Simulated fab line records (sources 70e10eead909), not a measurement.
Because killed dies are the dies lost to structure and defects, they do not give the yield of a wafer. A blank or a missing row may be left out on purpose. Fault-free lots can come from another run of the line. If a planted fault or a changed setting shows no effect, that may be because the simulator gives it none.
fab line records	flow nand_harc
record lots=24	wafers=72	last_day=34
route steps=1302 shown A_M1@1196 A_BONDPAD@1219 THIN_TSV@1245
lots with no fault: from the same line, run without faults
start_h: start of the lot's first displayed wafer, in hours after the record's first day	wait_h: hours elapsed since this lot's preceding step	" same as the row above	L1.1+2: a row that stands for several wafers	- value missing, or start not given	* or withheld: withheld	< > ~ a bound
route shown NAME@n: names a module that has steps shown in the file, with the first one's number in the route	usual: the fault-free wafers' mean and standard deviation	same: alike in all rows	chamber/n: place in a boat	sites: each site's reading	_std_site: the values' standard deviation	_edge_site: mean of outer sites minus mean of inner sites	radius_mm: how far each site lies from the wafer's centre	mask NAME#n: copy n	behind: the last tool/chamber to shape the wafer	hold: why the lot went on hold/how many hours it stayed there/how the hold came to an end	device: the n, p or np transistor that did not switch	end of line: the same wafers' tests at the end of the route	a step given without rows: its recipe and nothing more	killed: dies lost to structure and defects at the first sort, not the wafer's yield	map: a wafer's dies, x killed, . not, _ none there
set.NAME: the run value of the setting; set.NAME@STEP: its run value at that earlier step	model.NAME: the simulator's own value behind a step, which no gauge read
route steps across a sampled set of lots; one table per step, one row per wafer
services: from which hour (start_h, from the record's first day; less than 0 if before it) a tool's chamber was out of use, for how many hours, and why
## steps
# step NHARC_A_M1_THK_MEAS_24
# recipe thk_meas_gauge=xrf
# usual thk_nm=154.5/1.4
lot.wafer	tool	chamber	start_h	wait_h	thk_nm
L074.2	film_metro-01	-	538.48	-	154.5
L074.5	"	-	"	"	153.8
L074.6	"	-	"	"	152.3
L077.1	film_metro-02	-	546.23	-	153.4
L077.4	"	-	"	"	156.2
L077.5	"	-	"	"	152.7
L075.1	film_metro-01	-	547.75	-	154.0
L075.2	"	-	"	"	153.9
L075.5	"	-	"	"	152.3
L076.1	film_metro-01	-	550.23	-	155.3
L076.3	"	-	"	"	155.9
L076.4	"	-	"	"	154.9
L078.1	film_metro-02	-	568.65	-	154.3
L078.2	"	-	"	"	156.8
L078.5	"	-	"	"	155.0
L079.2	film_metro-01	-	583.54	-	153.4
L079.5	"	-	"	"	150.8
L079.6	"	-	"	"	158.1
L080.1	film_metro-01	-	596.24	-	156.0
L080.2	"	-	"	"	155.2
L080.5	"	-	"	"	154.7
L081.1	film_metro-01	-	619.37	-	153.6
L081.2	"	-	"	"	150.5
L081.4	"	-	"	"	154.0
L082.2	film_metro-02	-	624.98	-	152.9
L082.3	"	-	"	"	154.3
L082.5	"	-	"	"	154.0
L083.2	film_metro-02	-	627.73	-	154.7
L083.5	"	-	"	"	154.9
L083.6	"	-	"	"	153.3
L084.1	film_metro-02	-	634.11	-	156.1
L084.3	"	-	"	"	154.3
L084.5	"	-	"	"	154.4
L086.4	film_metro-02	-	637.03	-	153.3
L086.5	"	-	"	"	152.7
L086.6	"	-	"	"	155.0
L085.1	film_metro-02	-	645.66	-	153.5
L085.2	"	-	"	"	154.2
L085.6	"	-	"	"	155.0
L088.1	film_metro-02	-	664.47	-	153.7
L088.3	"	-	"	"	153.9
L088.6	"	-	"	"	154.5
L089.3	film_metro-02	-	669.00	-	153.9
L089.5	"	-	"	"	156.2
L089.6	"	-	"	"	153.3
L087.1	film_metro-02	-	671.93	-	155.9
L087.3	"	-	"	"	156.4
L087.5	"	-	"	"	153.4
L091.1	film_metro-02	-	699.98	-	158.5
L091.3	"	-	"	"	154.3
L091.6	"	-	"	"	154.7
L090.1	film_metro-02	-	701.47	-	154.7
L090.3	"	-	"	"	156.3
L090.5	"	-	"	"	155.2
L092.3	film_metro-01	-	719.22	-	152.4
L092.4	"	-	"	"	153.9
L092.6	"	-	"	"	153.4
L093.1	film_metro-01	-	719.51	-	155.2
L093.4	"	-	"	"	155.2
L093.6	"	-	"	"	155.4
L095.1	film_metro-02	-	733.64	-	155.8
L095.4	"	-	"	"	157.7
L095.5	"	-	"	"	157.0
L094.1	film_metro-01	-	734.85	-	155.9
L094.3	"	-	"	"	154.0
L094.4	"	-	"	"	152.4
L097.2	film_metro-01	-	768.62	-	156.1
L097.4	"	-	"	"	155.1
L097.5	"	-	"	"	153.5
L096.2	film_metro-01	-	771.65	-	153.8
L096.3	"	-	"	"	155.1
L096.5	"	-	"	"	153.0
# step NHARC_A_M1_INSPECT_27
# usual raw_defect_count=528/130
lot.wafer	tool	chamber	start_h	wait_h	raw_defect_count
L074.2	defect_inspect-01	-	538.66	0.0	460
L074.5	"	-	"	"	490
L074.6	"	-	"	"	590
L077.1	defect_inspect-02	-	546.41	0.0	597
L077.4	"	-	"	"	536
L077.5	"	-	"	"	587
L075.1	defect_inspect-02	-	547.91	0.0	694
L075.2	"	-	"	"	724
L075.5	"	-	"	"	551
L076.1	defect_inspect-01	-	550.39	0.0	643
L076.3	"	-	"	"	564
L076.4	"	-	"	"	654
L078.1	defect_inspect-02	-	568.81	0.0	883
L078.2	"	-	"	"	512
L078.5	"	-	"	"	593
L079.2	defect_inspect-01	-	583.72	0.0	335
L079.5	"	-	"	"	564
L079.6	"	-	"	"	548
L080.1	defect_inspect-01	-	596.40	0.0	476
L080.2	"	-	"	"	521
L080.5	"	-	"	"	589
L081.1	defect_inspect-01	-	619.55	0.0	378
L081.2	"	-	"	"	426
L081.4	"	-	"	"	452
L082.2	defect_inspect-01	-	625.16	0.0	506
L082.3	"	-	"	"	711
L082.5	"	-	"	"	524
L083.2	defect_inspect-01	-	627.91	0.0	421
L083.5	"	-	"	"	493
L083.6	"	-	"	"	597
L084.1	defect_inspect-01	-	634.26	0.0	458
L084.3	"	-	"	"	571
L084.5	"	-	"	"	709
L086.4	defect_inspect-01	-	637.21	0.0	550
L086.5	"	-	"	"	541
L086.6	"	-	"	"	333
L085.1	defect_inspect-01	-	645.86	0.0	577
L085.2	"	-	"	"	432
L085.6	"	-	"	"	558
L088.1	defect_inspect-01	-	664.65	0.0	383
L088.3	"	-	"	"	335
L088.6	"	-	"	"	392
L089.3	defect_inspect-01	-	669.18	0.0	462
L089.5	"	-	"	"	420
L089.6	"	-	"	"	421
L087.1	defect_inspect-01	-	672.08	0.0	398
L087.3	"	-	"	"	514
L087.5	"	-	"	"	431
L091.1	defect_inspect-02	-	700.13	0.0	432
L091.3	"	-	"	"	378
L091.6	"	-	"	"	284
L090.1	defect_inspect-02	-	701.62	0.0	502
L090.3	"	-	"	"	526
L090.5	"	-	"	"	556
L092.3	defect_inspect-01	-	719.37	0.0	736
L092.4	"	-	"	"	520
L092.6	"	-	"	"	700
L093.1	defect_inspect-01	-	719.67	0.0	864
L093.4	"	-	"	"	585
L093.6	"	-	"	"	650
L095.1	defect_inspect-02	-	733.80	0.0	434
L095.4	"	-	"	"	444
L095.5	"	-	"	"	424
L094.1	defect_inspect-01	-	735.01	0.0	549
L094.3	"	-	"	"	526
L094.4	"	-	"	"	455
L097.2	defect_inspect-01	-	768.78	0.0	647
L097.4	"	-	"	"	827
L097.5	"	-	"	"	697
L096.2	defect_inspect-02	-	771.81	0.0	415
L096.3	"	-	"	"	345
L096.5	"	-	"	"	423
# step NHARC_A_BONDPAD_ETCH_34
# recipe target_depth_a=600	overetch_a=180	time_s=65.91	ion_energy_ev=200	n2_flow_sccm=150	h2_flow_sccm=150	ar_flow_sccm=0	rf_w=400	bias_w=150	chemistry=N2/H2
# usual drypump_motor_current_A=5.9/0.51	oes_product_au=0.999/0.0085	rf_vpp_V=430.8/3	showerhead_plenum_p_Torr=2.05/0.1	throttle_valve_pct=14.172/0.0088
lot.wafer	tool	chamber	start_h	wait_h	drypump_motor_current_A	oes_product_au	rf_hours_counter_h	rf_vpp_V	showerhead_plenum_p_Torr	throttle_valve_pct
L074.2	rie_diel-13	2	540.90	0.1	6.2	1.011	9	434.0	2.22	14.169
L074.5	"	2	"	"	6.2	1.008	-	436.2	2.22	14.179
L074.6	"	3	"	"	5.4	0.984	-	425.8	1.94	14.176
L077.4	rie_diel-06	3	548.51	0.1	6.5	0.985	2	430.4	2.08	14.165
L077.1	"	2	"	"	6.1	0.983	2	434.4	2.20	14.173
L077.5	"	0	"	"	5.6	0.997	-	426.3	1.92	14.186
L075.1	rie_diel-12	1	550.12	0.1	6.4	0.998	17	428.3	1.96	14.174
L075.2	"	3	"	"	6.4	1.007	17	428.8	2.01	14.171
L075.5	"	1	"	"	6.4	0.995	-	428.6	1.96	14.175
L076.3	rie_diel-06	0	552.64	0.1	5.6	0.993	2	427.0	1.92	14.186
L076.1	"	1	"	"	5.2	1.000	2	430.5	2.07	14.158
L076.4	"	3	"	"	6.5	1.003	2	432.3	2.08	14.163
L078.2	rie_diel-06	2	571.06	0.1	6.1	0.994	2	433.6	2.20	14.173
L078.1	"	1	"	"	5.2	1.000	2	431.8	2.07	14.165
L078.5	"	3	"	"	6.5	1.007	-	431.0	2.08	14.172
L079.2	rie_diel-12	2	585.83	0.1	5.2	0.984	18	430.9	2.04	14.176
L079.6	"	0	"	"	5.6	0.994	-	425.4	1.88	14.189
L079.5	"	1	"	"	6.4	0.995	-	429.4	1.95	14.185
L080.2	rie_diel-06	1	598.66	0.1	5.2	1.012	3	431.7	2.07	14.176
L080.1	"	2	"	"	6.1	0.995	3	435.5	2.20	14.175
L080.5	"	1	"	"	5.1	1.000	-	432.9	2.07	14.171
L081.4	rie_diel-12	1	621.80	0.1	6.4	0.997	34	428.5	1.95	14.183
L081.2	"	2	"	"	5.1	0.994	27	430.0	2.03	14.167
L081.1	"	0	"	"	5.6	0.993	33	425.3	1.87	14.186
L082.2	rie_diel-13	1	627.38	0.1	5.6	0.996	38	426.6	1.89	14.166
L082.3	"	3	"	"	5.4	1.006	36	428.6	1.93	14.169
L082.5	"	2	"	"	6.2	1.016	-	436.0	2.21	14.182
L083.2	rie_diel-06	3	630.21	0.1	6.4	0.999	4	432.1	2.08	14.165
L083.5	"	3	"	"	6.4	1.019	-	432.4	2.08	14.165
L083.6	"	0	"	"	5.6	0.985	-	427.6	1.92	14.173
L084.1	rie_diel-06	3	636.66	0.1	6.5	1.012	4	432.6	2.08	14.188
L084.3	"	2	"	"	6.2	0.993	4	435.8	2.20	14.177
L084.5	"	2	"	"	6.1	0.998	-	433.7	2.20	14.181
L086.5	rie_diel-06	1	639.42	0.1	5.2	1.005	-	430.3	2.07	14.182
L086.4	"	2	"	"	6.2	1.001	-	434.8	2.20	14.166
L086.6	"	3	"	"	6.4	1.005	-	430.9	2.08	14.159
L085.1	rie_diel-06	0	648.16	0.1	5.6	0.989	4	427.8	1.92	14.172
L085.2	"	3	"	"	6.4	0.996	5	430.6	2.08	14.173
L085.6	"	1	"	"	5.2	1.003	-	432.9	2.07	14.166
L088.3	rie_diel-12	2	666.88	0.1	5.2	1.011	6	428.9	2.03	14.177
L088.1	"	1	"	"	6.4	0.991	7	426.6	1.95	14.171
L088.6	"	2	"	"	5.2	1.001	-	432.1	2.03	14.174
L089.3	rie_diel-12	2	671.33	0.1	5.2	1.001	7	430.8	2.03	14.182
L089.6	"	0	"	"	5.6	1.010	-	433.9	2.22	14.180
L089.5	"	1	"	"	6.4	1.007	-	428.5	1.95	14.177
L087.1	rie_diel-12	1	674.30	0.1	6.4	0.987	8	427.7	1.95	14.165
L087.3	"	0	"	"	5.6	1.006	8	435.2	2.22	14.169
L087.5	"	1	"	"	6.4	0.984	-	428.4	1.95	14.184
L091.1	rie_diel-06	2	702.54	0.1	6.1	0.995	1	434.1	2.20	14.173
L091.3	"	0	"	"	5.6	0.980	0	428.4	1.92	14.172
L091.6	"	2	"	"	6.1	0.996	-	434.6	2.20	14.175
L090.1	rie_diel-06	2	704.15	0.1	6.1	1.008	1	433.9	2.20	14.164
L090.3	"	0	"	"	5.6	0.988	1	427.3	1.92	14.177
L090.5	"	2	"	"	6.1	1.003	-	435.0	2.20	14.181
L092.3	rie_diel-06	3	721.49	0.1	6.5	0.997	2	431.5	2.08	14.160
L092.4	"	0	"	"	5.6	0.980	1	427.9	1.92	14.174
L092.6	"	2	"	"	6.1	0.992	-	435.9	2.20	14.173
L093.1	rie_diel-06	2	721.89	0.1	6.2	1.003	2	436.5	2.20	14.162
L093.4	"	3	"	"	6.4	1.005	2	432.3	2.08	14.163
L093.6	"	1	"	"	5.1	1.013	-	430.7	2.07	14.170
L095.4	rie_diel-06	2	735.91	0.1	6.1	0.993	2	434.6	2.20	14.156
L095.1	"	3	"	"	6.4	1.003	2	433.1	2.08	14.160
L095.5	"	3	"	"	6.4	1.004	-	432.0	2.08	14.175
L094.3	rie_diel-12	3	737.22	0.1	6.4	0.992	18	428.4	2.00	14.181
L094.4	"	1	"	"	6.4	1.000	17	428.6	1.94	14.180
L094.1	"	2	"	"	5.2	1.007	18	431.1	2.03	14.170
L097.4	rie_diel-06	2	770.87	0.1	6.1	0.988	3	434.8	2.20	14.184
L097.2	"	1	"	"	5.1	0.995	3	431.7	2.07	14.181
L097.5	"	3	"	"	6.5	0.996	-	430.8	2.08	14.159
L096.3	rie_diel-06	3	774.32	0.1	6.4	1.017	3	431.4	2.08	14.169
L096.2	"	1	"	"	5.2	1.010	3	432.2	2.07	14.156
L096.5	"	0	"	"	5.6	0.999	-	427.2	1.92	14.168
# step NHARC_A_BONDPAD_DEGAS_25
# recipe temp_c=300	time_s=60
# usual heater_power_w=468/71	susceptor_temp_C=300.00/0.2
lot.wafer	tool	chamber	start_h	wait_h	heater_power_w	susceptor_temp_C
L074.2	pvd_sputter-03	-	541.81	-	577	299.91
L074.6	"	-	"	"	585	299.87
L074.5	"	-	"	"	413	299.63
L077.1	pvd_sputter-01	-	549.37	-	423	300.11
L077.4	"	-	"	"	441	300.28
L077.5	"	-	"	"	433	300.08
L075.2	pvd_sputter-03	-	551.02	-	527	300.00
L075.1	"	-	"	"	579	300.20
L075.5	"	-	"	"	527	299.92
L076.1	pvd_sputter-01	-	553.55	-	424	-
L076.3	"	-	"	"	430	-
L076.4	"	-	"	"	355	-
L078.2	pvd_sputter-02	-	572.00	-	602	300.19
L078.1	"	-	"	"	438	299.88
L078.5	"	-	"	"	472	300.07
L079.2	pvd_sputter-02	-	586.67	-	484	299.77
L079.6	"	-	"	"	442	299.88
L079.5	"	-	"	"	481	299.56
L080.2	pvd_sputter-01	-	599.55	-	425	300.05
L080.1	"	-	"	"	330	300.04
L080.5	"	-	"	"	407	299.84
L081.1	pvd_sputter-02	-	622.65	-	482	299.89
L081.2	"	-	"	"	615	300.36
L081.4	"	-	"	"	435	300.06
L082.3	pvd_sputter-01	-	628.27	-	428	300.33
L082.2	"	-	"	"	424	300.19
L082.5	"	-	"	"	417	299.74
L083.2	pvd_sputter-01	-	631.10	-	435	299.94
L083.6	"	-	"	"	432	300.03
L083.5	"	-	"	"	338	300.28
L084.3	pvd_sputter-02	-	637.54	-	480	300.01
L084.1	"	-	"	"	448	300.05
L084.5	"	-	"	"	487	299.89
L086.4	pvd_sputter-01	-	640.73	-	419	299.63
L086.6	"	-	"	"	432	299.96
L086.5	"	-	"	"	327	300.04
L085.2	pvd_sputter-01	-	649.02	-	417	300.17
L085.1	"	-	"	"	335	300.13
L085.6	"	-	"	"	421	300.02
L088.1	pvd_sputter-02	-	667.78	-	469	299.70
L088.3	"	-	"	"	469	300.11
L088.6	"	-	"	"	597	299.97
L089.3	pvd_sputter-01	-	672.24	-	329	300.18
L089.5	"	-	"	"	421	299.73
L089.6	"	-	"	"	436	299.96
L087.3	pvd_sputter-02	-	675.21	-	467	299.86
L087.1	"	-	"	"	473	299.60
L087.5	"	-	"	"	471	299.98
L091.3	pvd_sputter-02	-	703.40	-	599	-
L091.1	"	-	"	"	453	-
L091.6	"	-	"	"	623	-
L090.3	pvd_sputter-01	-	705.00	-	437	299.90
L090.1	"	-	"	"	421	300.01
L090.5	"	-	"	"	420	300.27
L092.4	pvd_sputter-02	-	722.35	-	468	299.97
L092.3	"	-	"	"	472	299.98
L092.6	"	-	"	"	476	299.96
L093.4	pvd_sputter-03	-	722.77	-	507	300.16
L093.1	"	-	"	"	492	300.01
L093.6	"	-	"	"	568	299.84
L095.1	pvd_sputter-02	-	736.77	-	470	299.72
L095.4	"	-	"	"	476	300.06
L095.5	"	-	"	"	607	299.73
L094.3	pvd_sputter-02	-	738.08	-	468	300.31
L094.1	"	-	"	"	474	300.19
L094.4	"	-	"	"	591	299.92
L097.4	pvd_sputter-03	-	771.73	-	412	300.00
L097.2	"	-	"	"	496	300.01
L097.5	"	-	"	"	570	300.00
L096.2	pvd_sputter-03	-	775.26	-	401	299.73
L096.3	"	-	"	"	497	299.92
L096.5	"	-	"	"	505	300.03
# step NHARC_THIN_TSV_CMP_01
# recipe target_thk_um=3
# usual motor_current_A=11.4/1.2
lot.wafer	tool	chamber	start_h	wait_h	motor_current_A
L074.2	cmp-01	0	555.36	0.9	9.2
L074.5	"	2	"	"	11.7
L074.6	"	3	"	"	11.1
L075.2	cmp-03	0	583.61	0.9	11.1
L075.1	"	2	"	"	10.6
L075.5	"	3	"	"	11.4
L077.4	cmp-01	1	584.82	0.5	13.4
L077.1	"	2	"	"	11.7
L077.5	"	0	"	"	9.5
L076.1	cmp-01	3	585.98	1.0	10.7
L076.4	"	1	"	"	12.1
L076.3	"	2	"	"	12.0
L078.2	cmp-03	2	587.22	0.9	11.3
L078.1	"	0	"	"	11.5
L078.5	"	1	"	"	9.8
L079.2	cmp-02	3	599.41	0.8	11.7
L079.6	"	3	"	"	11.0
L079.5	"	0	"	"	12.1
L080.1	cmp-03	2	612.45	1.1	11.5
L080.2	"	3	"	"	12.5
L080.5	"	1	"	"	9.3
L081.4	cmp-01	2	635.10	0.4	11.8
L081.1	"	3	"	"	11.0
L081.2	"	1	"	"	12.5
L082.3	cmp-01	2	640.81	0.6	11.7
L082.2	"	0	"	"	10.2
L082.5	"	1	"	"	12.8
L083.2	cmp-02	0	642.04	0.9	12.2
L083.5	"	2	"	"	12.8
L083.6	"	3	"	"	11.3
L084.3	cmp-03	0	651.23	0.7	11.2
L084.1	"	2	"	"	11.7
L084.5	"	3	"	"	12.3
L086.4	cmp-01	3	652.40	0.4	10.9
L086.5	"	3	"	"	11.1
L086.6	"	0	"	"	9.4
L085.2	cmp-01	2	661.54	0.8	12.3
L085.1	"	3	"	"	11.1
L085.6	"	3	"	"	10.4
L088.1	cmp-03	2	681.62	1.1	11.3
L088.3	"	3	"	"	11.4
L088.6	"	1	"	"	9.1
L089.3	cmp-01	1	682.84	0.7	12.9
L089.5	"	3	"	"	11.0
L089.6	"	0	"	"	9.3
L087.1	cmp-03	0	687.87	1.1	11.4
L087.3	"	1	"	"	9.0
L087.5	"	3	"	"	11.7
L091.1	cmp-01	0	716.58	1.0	10.1
L091.3	"	1	"	"	12.9
L091.6	"	1	"	"	13.0
L090.1	cmp-03	2	717.79	1.0	11.2
L090.3	"	0	"	"	11.4
L090.5	"	2	"	"	11.3
L093.1	cmp-01	2	736.70	1.1	12.2
L093.4	"	3	"	"	11.3
L093.6	"	0	"	"	9.4
L092.4	cmp-03	1	745.88	0.5	9.6
L092.3	"	2	"	"	10.7
L092.6	"	1	"	"	9.2
L095.4	cmp-03	1	754.52	0.5	9.7
L095.1	"	2	"	"	10.8
L095.5	"	3	"	"	11.4
L094.3	cmp-02	3	755.68	0.6	12.0
L094.4	"	1	"	"	13.9
L094.1	"	2	"	"	12.2
L097.2	cmp-02	2	784.43	0.9	12.9
L097.4	"	3	"	"	11.4
L097.5	"	1	"	"	15.0
L096.3	cmp-02	0	788.14	0.6	12.4
L096.2	"	2	"	"	12.3
L096.5	"	3	"	"	10.5
# step NHARC_THIN_TSV_ANNEAL_52
# recipe temp_c=225	time_s=90
# usual wafer_temp_C_max=225.89/0.25
lot.wafer	tool	chamber	start_h	wait_h	wafer_temp_C_max
L074.2	rtp_anneal-01	0	560.65	0.6	225.75
L074.5	"	0	"	"	226.31
L074.6	"	0	"	"	226.15
L075.1	rtp_anneal-01	0	588.92	0.5	225.64
L075.2	"	0	"	"	225.72
L075.5	"	0	"	"	225.99
L077.1	rtp_anneal-02	0	590.23	0.5	225.71
L077.4	"	0	"	"	225.89
L077.5	"	0	"	"	225.96
L076.1	rtp_anneal-01	0	591.54	0.6	225.89
L076.3	"	0	"	"	226.09
L076.4	"	0	"	"	226.45
L078.1	rtp_anneal-01	0	592.85	0.5	225.85
L078.2	"	0	"	"	226.22
L078.5	"	0	"	"	226.11
L079.2	rtp_anneal-02	0	604.78	0.7	225.96
L079.5	"	0	"	"	226.37
L079.6	"	0	"	"	226.10
L080.1	rtp_anneal-01	0	617.77	0.6	225.57
L080.2	"	0	"	"	226.00
L080.5	"	0	"	"	226.16
L081.1	rtp_anneal-02	0	640.44	0.5	226.02
L081.2	"	0	"	"	225.81
L081.4	"	0	"	"	226.15
L082.2	rtp_anneal-02	0	646.27	0.6	225.48
L082.3	"	0	"	"	225.73
L082.5	"	0	"	"	225.51
L083.2	rtp_anneal-02	0	647.35	0.6	225.99
L083.5	"	0	"	"	225.65
L083.6	"	0	"	"	225.88
L084.1	rtp_anneal-02	0	656.46	0.6	226.37
L084.3	"	0	"	"	225.75
L084.5	"	0	"	"	225.81
L086.4	rtp_anneal-02	0	657.84	0.6	225.88
L086.5	"	0	"	"	226.10
L086.6	"	0	"	"	225.68
L085.1	rtp_anneal-02	0	666.84	0.6	225.55
L085.2	"	0	"	"	225.63
L085.6	"	0	"	"	225.75
L088.1	rtp_anneal-01	0	686.82	0.5	225.66
L088.3	"	0	"	"	226.07
L088.6	"	0	"	"	225.88
L089.3	rtp_anneal-02	0	688.18	0.5	225.70
L089.5	"	0	"	"	225.66
L089.6	"	0	"	"	225.42
L087.1	rtp_anneal-02	0	693.34	0.5	225.85
L087.3	"	0	"	"	225.44
L087.5	"	0	"	"	225.39
L091.1	rtp_anneal-02	0	722.31	0.6	225.81
L091.3	"	0	"	"	225.99
L091.6	"	0	"	"	225.59
L090.1	rtp_anneal-02	0	723.02	0.6	226.11
L090.3	"	0	"	"	226.21
L090.5	"	0	"	"	225.76
L093.1	rtp_anneal-02	0	741.92	0.5	225.85
L093.4	"	0	"	"	225.82
L093.6	"	0	"	"	225.67
L092.3	rtp_anneal-01	0	751.36	0.4	225.71
L092.4	"	0	"	"	225.84
L092.6	"	0	"	"	225.52
L095.1	rtp_anneal-01	0	759.77	0.5	226.17
L095.4	"	0	"	"	226.11
L095.5	"	0	"	"	226.72
L094.1	rtp_anneal-02	0	761.08	0.5	225.72
L094.3	"	0	"	"	225.84
L094.4	"	0	"	"	225.73
L097.2	rtp_anneal-01	0	789.84	0.6	226.24
L097.4	"	0	"	"	225.99
L097.5	"	0	"	"	225.88
L096.2	rtp_anneal-02	0	793.70	0.7	225.40
L096.3	"	0	"	"	225.51
L096.5	"	0	"	"	225.58
## services
tool	chamber	start_h	hours	kind
rie_diel-06	-	522.59	0.5	repair
cmp-03	-	526.98	1.2	repair
cmp-01	-	540.94	2.5	repair
cmp-03	-	554.11	4.0	pm
cmp-01	-	556.09	1.8	repair
rie_diel-06	0	568.33	4.0	repair
pvd_sputter-01	-	578.44	7.2	repair
pvd_sputter-01	-	585.67	10.0	pm
cmp-01	-	599.87	4.0	pm
rie_diel-06	-	610.52	0.4	repair
cmp-01	-	632.30	1.3	repair
rie_diel-06	0	635.08	4.5	repair
pvd_sputter-02	-	638.01	10.0	pm
rie_diel-06	-	661.28	9.0	pm
pvd_sputter-02	-	673.42	1.4	repair
cmp-01	-	697.87	4.0	pm
rie_diel-06	0	700.64	1.9	repair
rie_diel-06	0	710.20	7.1	repair
rie_diel-06	1	713.32	7.2	repair
rie_diel-06	2	729.87	5.7	repair
rtp_anneal-02	-	744.00	12.0	pm
rie_diel-06	2	773.05	5.5	repair
rie_diel-06	-	773.27	0.2	repair
rie_diel-06	0	776.12	14.8	repair
## key
fault none
